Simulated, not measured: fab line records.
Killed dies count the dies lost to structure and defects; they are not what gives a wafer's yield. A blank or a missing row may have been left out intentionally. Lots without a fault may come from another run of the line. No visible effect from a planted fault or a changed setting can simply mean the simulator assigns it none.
What tool caused it? | flow n5-finfet | 8 lots, 24 wafers sampled, at 1 step of a route of 1938

== WHAT EACH GAUGE READ, for each wafer ==
N5_BEOL_M4_RC_MEAS_101. Usual: DIBL_N 36.4 mV/V, standard deviation 1.5; DIBL_P 36.6 mV/V, standard deviation 1.9; IOFF_N 0.155 nA/um, standard deviation 0.021; IOFF_P 0.211 nA/um, standard deviation 0.028; ION_N 671 uA/um, standard deviation 8.6; ION_P 462 uA/um, standard deviation 5.8; SS_N 71.5 mV/dec, standard deviation 0.5; SS_P 73.4 mV/dec, standard deviation 0.58; VT_N 250.1 mV, standard deviation 2.4; VT_P -250.1 mV, standard deviation 3.
lot  | measured     | on        | DIBL_N (mV/V)  | DIBL_P (mV/V)  | IOFF_N (nA/um)    | IOFF_P (nA/um)    | ION_N (uA/um) | ION_P (uA/um) | SS_N (mV/dec)  | SS_P (mV/dec)  | VT_N (mV)         | VT_P (mV)            | flag
L562 | day 8 08:29  | prober-01 | 35.7 36.7 35.8 | 35.7 36.6 35.5 | 0.152 0.157 0.149 | 0.207 0.215 0.198 | 677 676 664   | 464 468 460   | 71.3 71.8 71.7 | 73.3 73.8 74.5 | 249.9 249.4 251.1 | -250.3 -251.7 -249.5 |
L566 | day 8 22:37  | prober-01 | 34.9 34.0 33.9 | 34.8 33.9 33.5 | 0.137 0.129 0.126 | 0.224 0.204 0.202 | 657 661 660   | 464 463 466   | 70.6 70.9 71.0 | 72.8 72.6 72.7 | 254.1 256.0 249.6 | -246.3 -251.0 -251.1 |
L570 | day 10 08:18 | prober-02 | 37.3 36.9 38.4 | 36.8 34.5 37.2 | 0.157 0.142 0.170 | 0.208 0.175 0.222 | 676 670 679   | 460 454 466   | 71.5 71.5 71.0 | 73.1 72.3 73.1 | 250.6 249.8 250.6 | -246.9 -251.8 -248.8 |
L571 | day 10 14:41 | prober-02 | 35.1 34.4 33.7 | 37.2 36.2 35.3 | 0.155 0.144 0.133 | 0.237 0.221 0.204 | 672 669 662   | 468 458 461   | 71.5 71.2 71.7 | 73.1 73.0 72.8 | 249.5 250.6 252.6 | -246.7 -246.5 -252.6 |
L574 | day 11 04:31 | prober-01 | 36.8 36.4 37.2 | 35.7 34.3 35.9 | 0.153 0.132 0.162 | 0.200 0.178 0.203 | 669 669 672   | 461 457 461   | 71.3 71.5 72.4 | 73.3 72.7 72.8 | 250.2 254.0 247.5 | -250.9 -251.9 -250.6 |
L580 | day 12 16:26 | prober-01 | 36.9 37.9 37.3 | 37.3 38.5 37.8 | 0.160 0.186 0.171 | 0.221 0.218 0.209 | 665 686 677   | 459 461 460   | 71.8 71.9 71.3 | 73.4 73.7 73.5 | 252.5 247.3 247.6 | -247.9 -250.5 -250.5 |
L583 | day 13 09:25 | prober-01 | 32.6 34.9 34.2 | 33.7 35.5 34.8 | 0.128 0.152 0.143 | 0.168 0.209 0.188 | 670 677 679   | 469 471 467   | 71.4 71.3 71.7 | 72.8 73.7 73.1 | 252.5 249.9 251.6 | -250.6 -246.6 -253.1 |
L582 | day 13 15:49 | prober-01 | 39.8 39.0 38.5 | 41.7 41.0 39.3 | 0.233 0.208 0.171 | 0.282 0.272 0.232 | 702 686 672   | 480 467 463   | 72.2 72.0 71.9 | 74.6 74.7 73.8 | 243.9 247.7 251.6 | -246.3 -247.1 -249.3 |

== WHAT TOOL EACH LOT RAN ON (gives the tool, then ch and the chambers of the sampled wafers, and finally the start) ==
No process step before these readings appears in the record.

== WHAT THE TOOLS THEMSELVES READ (means of the sampled wafers that have a number; where no wafer has one, the mark that the record gives instead) ==
The record holds no such reading with a usual standard deviation.

== THE ANSWER, worked out from the rows above alone ==
Rule: a lot is off if the mean of its wafers that have a number lies more than 3 standard deviations from the usual mean. Also off: a lot with no number at a reading for which 4 or more lots have one. The other lots that the step has rows for count as sound. After the gauges, taken in route order, come the tools' own readings; for these a lot's mean is taken, as printed above. At the first step where some lot is off, the reading lying furthest off is the one used; lots without a number count as furthest.
No lot is off on any of the readings shown, so nothing can be concluded from this.

== WHAT THE SIMULATOR HAD INSERTED ==
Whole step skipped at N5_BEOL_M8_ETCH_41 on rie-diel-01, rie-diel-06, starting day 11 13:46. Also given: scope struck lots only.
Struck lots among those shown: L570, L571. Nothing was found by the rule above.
